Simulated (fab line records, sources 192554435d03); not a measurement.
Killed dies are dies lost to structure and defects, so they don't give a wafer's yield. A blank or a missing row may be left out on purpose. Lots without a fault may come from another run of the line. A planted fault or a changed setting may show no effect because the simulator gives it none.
Split-lot experiment | flow n5_finfet | 7 lots, 21 wafers read, on a route of 1938 steps

THE SPLIT
At N5_BEOL_M9_COAT_63 (time 60 s, resist thk 60 nm), the setting spin_rpm was moved away from the recipe's 1500 rpm on 5 of the 21 wafers read, by -11.1% to +6.7%. The other wafers ran this setting at the recipe's value.

FROM THE SPLIT TO THE READING: what the file shows between them, 7 steps
- N5_BEOL_M9_COAT_64: time 60 s, resist thk 12 nm
- N5_BEOL_M9_COAT_75: time 60 s, resist thk 5 nm
- N5_BEOL_M9_ETCH_76: etches underlayer in N2/H2, target depth 6.5 nm, time 5.2 s
- N5_BEOL_M9_ETCH_65: etches SiARC in CF4, target depth 15.6 nm, time 26 s
- N5_BEOL_M9_ETCH_66: etches SOC in N2/H2, target depth 80 nm, overetch 16 nm, time 120 s
- N5_BEOL_M9_STRIP_69: strips in N2/H2
- N5_BEOL_M9_STRIP_77: strips in N2/H2

THE READING
SOC_of_BEOL_M9_COAT_63.thk_nm (the simulator's own value, which no gauge read), in nm, at N5_BEOL_M9_VIA_ETCH_34 (etches SiCOH lowk in C4F6/O2, target depth 182.4 nm, time 68.4 s). The file gives no usual value for it. The 16 wafers here that ran the recipe average 51.2 nm, standard deviation 0.33 nm.

wafer  | tool, chamber at the split | spin_rpm as run, rpm | against the recipe | SOC_of_BEOL_M9_COAT_63.thk_nm, nm | against lot-mates on the recipe
L078.1 | litho_track-02, 0          | 1500                 | recipe             | 51                                | -
L078.4 | litho_track-02, 0          | 1500                 | recipe             | 51                                | -
L078.5 | litho_track-02, 0          | 1500                 | recipe             | 50.8                              | -
L081.4 | litho_track-05, 0          | 1559                 | +3.9%              | 49.8                              | -1.7
L081.5 | litho_track-05, 0          | 1500                 | recipe             | 51.6                              | -
L081.6 | litho_track-05, 0          | 1500                 | recipe             | 51.4                              | -
L082.1 | litho_track-05, 0          | 1500                 | recipe             | 51.8                              | -
L082.2 | litho_track-05, 0          | 1500                 | recipe             | 51.2                              | -
L082.6 | litho_track-05, 0          | 1500                 | recipe             | 51.6                              | -
L085.2 | litho_track-01, 0          | 1334                 | -11.1%             | 54.6                              | +3.0
L085.5 | litho_track-01, 0          | 1334                 | -11.1%             | 54.8                              | +3.2
L085.6 | litho_track-01, 0          | 1500                 | recipe             | 51.6                              | -
L090.1 | litho_track-05, 0          | 1500                 | recipe             | 51.4                              | -
L090.3 | litho_track-05, 0          | 1437                 | -4.2%              | 52.4                              | +1.1
L090.5 | litho_track-05, 0          | 1500                 | recipe             | 51.2                              | -
L091.3 | litho_track-02, 0          | 1500                 | recipe             | 51.2                              | -
L091.4 | litho_track-02, 0          | 1500                 | recipe             | 51.2                              | -
L091.6 | litho_track-02, 0          | 1601                 | +6.7%              | 49.4                              | -1.8
L094.1 | litho_track-01, 0          | 1500                 | recipe             | 50.8                              | -
L094.2 | litho_track-01, 0          | 1500                 | recipe             | 51                                | -
L094.4 | litho_track-01, 0          | 1500                 | recipe             | 50.6                              | -

THE FIT
A straight line over all 21 wafers: SOC_of_BEOL_M9_COAT_63.thk_nm changes by -0.309 nm for each +1% of spin_rpm; r = -0.97; the points scatter about the line by 0.31 nm.
The same after taking each lot's own level away (the mean of its wafers on the recipe; 21 wafers): -0.286 nm for each +1%; r = -0.99; scatter 0.19 nm.
On that fit, the largest move of spin_rpm shifts the reading by 3.2 nm.
The lots' own levels span 50.80 to 51.60 nm, that is 2.4 times the standard deviation above.
So the lot-to-lot level changes the slope little: the two slopes agree.
Check: with one of the wafers moved furthest among these (-11.1%) left out of the fit, the line predicts +3.22 nm for it against its lot-mates. It came out at +3 nm against them.

THE WHOLE CHAIN: every reading that the file lists as answering this split, in the file's order
step                   | what it does                                                        | reading                                                                        | change (the file's fit)               | r (the file's)
N5_BEOL_M9_COAT_63     | time 60 s, resist thk 60 nm                                         | SOC_of_BEOL_M9_COAT_63.thk_nm (the simulator's own value, which no gauge read) | -0.299 nm for each +1% of the setting | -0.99
N5_BEOL_M9_ETCH_66     | etches SOC in N2/H2, target depth 80 nm, overetch 16 nm, time 120 s | etch.depth_nm (the simulator's own value, which no gauge read)                 | -0.3 nm for each +1% of the setting   | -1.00
N5_BEOL_M9_VIA_ETCH_34 | etches SiCOH lowk in C4F6/O2, target depth 182.4 nm, time 68.4 s    | SOC_of_BEOL_M9_COAT_63.thk_nm (the simulator's own value, which no gauge read) | -0.287 nm for each +1% of the setting | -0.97

THE FILE'S OWN FIT
SOC_of_BEOL_M9_COAT_63.thk_nm changes by -0.287 nm for each +1% of spin_rpm, r = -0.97.
